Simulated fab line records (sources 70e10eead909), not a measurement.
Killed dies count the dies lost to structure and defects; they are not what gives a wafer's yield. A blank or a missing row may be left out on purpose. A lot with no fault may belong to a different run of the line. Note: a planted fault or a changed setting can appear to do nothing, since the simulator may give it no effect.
Chamber matching / flow nand harc / 4 sister chambers for NHARC_A_SLIT_DESCUM_14 on rie diel-03
The step chemistry O2, time 3 s. 18 wafers are shown with their chamber, then 9 later ones without.

WAFERS, EACH WITH ITS CHAMBER
wafer=L074.1; chamber=2; showerhead plenum p Torr (Torr)=1.84; drypump motor current A (A)=6.0; oes product au (a.u.)=0.995
wafer=L074.4; chamber=3; showerhead plenum p Torr (Torr)=2.03; drypump motor current A (A)=5.5; oes product au (a.u.)=1.012
wafer=L074.6; chamber=3; showerhead plenum p Torr (Torr)=2.03; drypump motor current A (A)=5.5; oes product au (a.u.)=1.017
wafer=L075.1; chamber=3; showerhead plenum p Torr (Torr)=2.03; drypump motor current A (A)=5.6; oes product au (a.u.)=1.021
wafer=L075.2; chamber=0; showerhead plenum p Torr (Torr)=1.90; drypump motor current A (A)=5.9; oes product au (a.u.)=1.013
wafer=L075.4; chamber=1; showerhead plenum p Torr (Torr)=1.98; drypump motor current A (A)=6.2; oes product au (a.u.)=1.022
wafer=L078.2; chamber=2; showerhead plenum p Torr (Torr)=1.84; drypump motor current A (A)=6.0; oes product au (a.u.)=0.995
wafer=L078.4; chamber=0; showerhead plenum p Torr (Torr)=1.90; drypump motor current A (A)=5.9; oes product au (a.u.)=0.992
wafer=L078.5; chamber=1; showerhead plenum p Torr (Torr)=1.98; drypump motor current A (A)=6.2; oes product au (a.u.)=1.003
wafer=L077.3; chamber=1; showerhead plenum p Torr (Torr)=1.98; drypump motor current A (A)=6.1; oes product au (a.u.)=1.016
wafer=L077.5; chamber=1; showerhead plenum p Torr (Torr)=1.98; drypump motor current A (A)=6.2; oes product au (a.u.)=1.006
wafer=L077.6; chamber=2; showerhead plenum p Torr (Torr)=1.84; drypump motor current A (A)=6.0; oes product au (a.u.)=1.001
wafer=L080.1; chamber=3; showerhead plenum p Torr (Torr)=2.03; drypump motor current A (A)=5.5; oes product au (a.u.)=1.014
wafer=L080.3; chamber=2; showerhead plenum p Torr (Torr)=1.84; drypump motor current A (A)=6.0; oes product au (a.u.)=1.001
wafer=L080.5; chamber=0; showerhead plenum p Torr (Torr)=1.90; drypump motor current A (A)=5.9; oes product au (a.u.)=1.018
wafer=L082.1; chamber=3; showerhead plenum p Torr (Torr)=2.03; drypump motor current A (A)=5.5; oes product au (a.u.)=1.018
wafer=L082.4; chamber=2; showerhead plenum p Torr (Torr)=1.83; drypump motor current A (A)=6.0; oes product au (a.u.)=0.982
wafer=L082.5; chamber=0; showerhead plenum p Torr (Torr)=1.90; drypump motor current A (A)=5.8; oes product au (a.u.)=1.001

SIGNATURES, as means of the wafers listed above
reading=showerhead plenum p Torr; chamber 0=1.9000; chamber 1=1.9800; chamber 2=1.8380; chamber 3=2.0300; scatter within a chamber=0.00239
reading=drypump motor current A; chamber 0=5.875; chamber 1=6.175; chamber 2=6.000; chamber 3=5.520; scatter within a chamber=0.0405
reading=oes product au; chamber 0=1.00600; chamber 1=1.01175; chamber 2=0.99480; chamber 3=1.01640; scatter within a chamber=0.00818
Rule: for each reading, subtract the chamber's mean from the wafer's reading, divide by that reading's scatter and square the result; add these up over the readings and take the root, which gives the wafer's distance from the chamber. If the next closest chamber is less than 2 further off than the closest, the wafer can't be placed; otherwise it belongs to the closest. The scatter: take each reading less its chamber's mean, square it, sum over the shown wafers, divide by the number of wafers less the number of chambers, and take the root.

WAFERS WITH NO CHAMBER GIVEN
wafer=L084.2; showerhead plenum p Torr (Torr)=1.90; drypump motor current A (A)=5.9; oes product au (a.u.)=1.011
wafer=L084.4; showerhead plenum p Torr (Torr)=1.98; drypump motor current A (A)=6.2; oes product au (a.u.)=1.005
wafer=L084.6; showerhead plenum p Torr (Torr)=1.90; drypump motor current A (A)=5.8; oes product au (a.u.)=1.008
wafer=L096.3; showerhead plenum p Torr (Torr)=1.83; drypump motor current A (A)=6.0; oes product au (a.u.)=1.004
wafer=L096.5; showerhead plenum p Torr (Torr)=1.83; drypump motor current A (A)=6.0; oes product au (a.u.)=0.996
wafer=L096.6; showerhead plenum p Torr (Torr)=2.03; drypump motor current A (A)=5.6; oes product au (a.u.)=0.993
wafer=L097.1; showerhead plenum p Torr (Torr)=1.89; drypump motor current A (A)=5.8; oes product au (a.u.)=1.012
wafer=L097.2; showerhead plenum p Torr (Torr)=2.03; drypump motor current A (A)=5.5; oes product au (a.u.)=1.001
wafer=L097.4; showerhead plenum p Torr (Torr)=1.83; drypump motor current A (A)=6.0; oes product au (a.u.)=1.010

CHAMBER TAKEN BY EACH
wafer=L084.2; from the rows above=0; in truth=0
wafer=L084.4; from the rows above=1; in truth=1
wafer=L084.6; from the rows above=0; in truth=0
wafer=L096.3; from the rows above=2; in truth=2
wafer=L096.5; from the rows above=2; in truth=2
wafer=L096.6; from the rows above=3; in truth=3
wafer=L097.1; from the rows above=0; in truth=0
wafer=L097.2; from the rows above=3; in truth=3
wafer=L097.4; from the rows above=2; in truth=2
Placed correctly: 9 of 9. From these rows, 0 cannot be placed. 0 placed wrongly.
